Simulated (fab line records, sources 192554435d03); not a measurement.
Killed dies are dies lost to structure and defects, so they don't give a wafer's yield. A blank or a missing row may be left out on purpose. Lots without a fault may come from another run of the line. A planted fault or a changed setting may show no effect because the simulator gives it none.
A struck lot beside a sound one | flow n5_finfet | 40 steps out of a route of 1938
Sound: wafers L648.1, L648.3, L648.6. Struck: wafer L660.2. (L660.3 of the same lot was not struck and is left out.) The cause comes at the end.
At each step with rows: each side's tool, then ch and its chambers, then its first start. Under that, the readings that differ: sound wafers | struck wafers | difference of the means | sigmas: that difference in standard deviations of wafers without a fault.
alike: readings whose means differ by less than 2 such deviations, and words and numbers that are the same on both sides. not compared: withheld readings, readings that some wafer has no value for, bounds like >300 that may hide the same value, and numbers for which the record gives no deviation and whose values overlap.
The two part at a step that has a row with sigmas, a row that says differs or no value, or rows on one side only. Numbers that don't overlap but have no deviation are shown without sigmas and don't part them. A reading that every wafer of one side lacks parts them only if that side has two wafers or more.

first, 11 steps without rows for these wafers: N5_BEOL_M0_SAQP_STRIP_113 (strips in CHF3/O2); N5_BEOL_M0_SAQP_MANDREL_ETCH_20 (etches a-Si in HBr/Cl2, stops on SiNx, target depth 60 nm, bt time 10 s, time 30 s); N5_BEOL_M0_SAQP_STRIP_86 (strips in N2/H2); N5_BEOL_M0_SAQP_STRIP_115 (strips in post etch residue remover, time 60 s); N5_BEOL_M0_SAQP_SRD_93 (time 30 s); N5_BEOL_M0_SAQP_RECESS_114 (chemistry HF/NH3, target SiO2, target depth 14.4 nm, afs cycles 3, sublimation time 60 s); N5_BEOL_M0_SAQP_SPACER1_ALD_98 (deposits SiO2, target thk 12.8 nm, pulse time 1 s, purge time 2 s); N5_BEOL_M0_SAQP_SPACER1_ETCHBACK_99 (etches SiO2 in CHF3/O2, target depth 15.4 nm, time 7.7 s); N5_BEOL_M0_SAQP_MANDREL1_REMOVE_100 (chemistry HBr/Cl2/O2, target a-Si, stops on SiNx, bt time 10 s); N5_BEOL_M0_SAQP_ETCH_101 (etches SiNx in CH3F/O2, target depth 29.9 nm, time 42.7 s); N5_BEOL_M0_SAQP_ETCH_102 (etches SiO2 in CF4, target depth 4 nm, time 4.4 s).
N5_BEOL_M0_SAQP_MANDREL_ETCH_103: etches a-Si in HBr/Cl2, stops on SiCN, target depth 45 nm, bt time 10 s, time 27 s.
  sound on rie_si-06 ch 0,1, day 8 01:33; struck on rie_si-06 ch 0, day 11 01:20
  reading                                         | sound     | struck | difference | sigmas
  model.SiCN_of_BEOL_M0_SAQP_PECVD_03.thk_nm (nm) | 8.8 8.8 9 | 6.4    | -2.5       |
  alike: drypump_motor_current_A, oes_product_au, throttle_valve_pct
  not compared: rf_hours_counter_h
then, 5 steps without rows for these wafers: N5_BEOL_M0_SAQP_RECESS_104 (chemistry HF/NH3, target SiO2, target depth 18 nm, afs cycles 3, sublimation time 60 s); N5_BEOL_M0_SAQP_COAT_105 (time 60 s, resist thk 100 nm); N5_BEOL_M0_SAQP_ETCH_106 (etches SOC in N2/H2, stops on SiNx, target depth 150 nm); N5_BEOL_M0_SAQP_ETCH_107 (etches SiNx in CH3F/O2, target depth 30 nm); N5_BEOL_M0_SAQP_STRIP_108 (strips in N2/H2).
N5_BEOL_M0_SAQP_RECESS_109: chemistry HF/NH3, target SiO2, target depth 3 nm, afs cycles 1, sublimation time 60 s.
  sound on vapor_etch-01 ch 1, day 8 02:48; struck on vapor_etch-01 ch 0, day 11 02:01
  reading                                         | sound       | struck | difference | sigmas
  model.SiCN_of_BEOL_M0_SAQP_PECVD_03.thk_nm (nm) | 8.6 8.4 8.8 | 6      | -3         |
  alike: drypump_motor_current_A
then, 19 steps without rows for these wafers: N5_BEOL_M0_SAQP_SPACER2_ALD_26 (deposits SiO2, target thk 15 nm, pulse time 1 s, purge time 2 s); N5_BEOL_M0_SAQP_SPACER2_ETCHBACK_27 (etches SiO2 in CHF3/O2, target depth 22.5 nm, time 11.25 s); N5_BEOL_M0_SAQP_MANDREL2_REMOVE_110 (chemistry HBr/Cl2/O2, target a-Si, stops on SiCN, bt time 10 s); N5_BEOL_M0_SAQP_COAT_69 (time 60 s, resist thk 90 nm); N5_BEOL_M0_SAQP_COAT_72 (time 60 s, resist thk 15 nm); N5_BEOL_M0_SAQP_COAT_87 (time 60 s, resist thk 5 nm); N5_BEOL_M0_SAQP_COAT_34 (resist thk 30 nm); N5_BEOL_M0_SAQP_EBR_36; N5_BEOL_M0_SAQP_SOFTBAKE_35 (time 60 s); N5_BEOL_M0_SAQP_EXPOSE_37 (exposes mask M0 CUT1, target cd 30 nm); N5_BEOL_M0_SAQP_PEB_38 (peb time 60 s); N5_BEOL_M0_SAQP_DEVELOP_39 (develop time 30 s); N5_BEOL_M0_SAQP_DESCUM_45 (chemistry O2, time 7 s); N5_BEOL_M0_SAQP_ETCH_88 (etches underlayer in N2/H2, target depth 6.5 nm, time 5.2 s); N5_BEOL_M0_SAQP_ETCH_73 (etches SiARC in CF4, target depth 19.5 nm, time 32.5 s); N5_BEOL_M0_SAQP_CUT_ETCH_46 (etches SOC in N2/H2, target depth 135 nm, overetch 27 nm, time 202.5 s); N5_BEOL_M0_SAQP_STRIP_74 (strips in N2/H2); N5_BEOL_M0_SAQP_STRIP_89 (strips in N2/H2); N5_BEOL_M0_SAQP_ALD_48 (deposits SiO2, target thk 20 nm, pulse time 1 s, co reactant pulse time 1 s).
N5_BEOL_M0_ETCH_138: etches SiCN in CH3F/O2, target depth 12 nm, time 31.6 s.
  sound on rie_diel-01 ch 0,1,2, day 8 07:13; struck on rie_diel-01 ch 1, day 11 05:07
  reading                  | sound             | struck | difference | sigmas
  etch_rf_on_time_s (s)    | 28.9 29.5 28.9    | 32.2   | +3.1       | +3
  model.etch.depth_nm (nm) | 8.512 8.477 8.731 | 9.231  | +0.658     |
  alike: drypump_motor_current_A, oes_product_au, rf_vpp_V, showerhead_plenum_p_Torr, throttle_valve_pct
  not compared: rf_hours_counter_h
N5_BEOL_M0_ETCH_128: etches SiCN in CF4/N2, target depth 12 nm, overetch 5.1 nm, time 21.4 s.
  sound on rie_diel-01 ch 1,2, day 8 11:19; struck on rie_diel-01 ch 2, day 11 06:15
  reading                  | sound             | struck | difference | sigmas
  model.etch.depth_nm (nm) | 8.512 8.477 8.731 | 12     | +3         |
  alike: drypump_motor_current_A, oes_product_au, rf_vpp_V, showerhead_plenum_p_Torr, throttle_valve_pct
  not compared: rf_hours_counter_h
-- the record jumps here: 2 days lie between the struck wafers' starts before and after (it left off in module BEOL_M0 and takes up again in module BEOL_M4, whose first step shown is number 1111 of the route) --
N5_BEOL_M4_RC_MEAS_101:
  sound on prober-01 ch 0, day 10 14:25; struck on prober-01 ch 0, day 13 15:58
  alike: DIBL_N, DIBL_P, IOFF_N, IOFF_P, ION_N, ION_P, SS_N, SS_P, VT_N, VT_P

WHERE THEY PART
Only at N5_BEOL_M0_ETCH_138, within this record. Later steps at which nothing parts them and some readings are alike: N5_BEOL_M0_ETCH_128, N5_BEOL_M4_RC_MEAS_101.

WHY: what the simulator had put in
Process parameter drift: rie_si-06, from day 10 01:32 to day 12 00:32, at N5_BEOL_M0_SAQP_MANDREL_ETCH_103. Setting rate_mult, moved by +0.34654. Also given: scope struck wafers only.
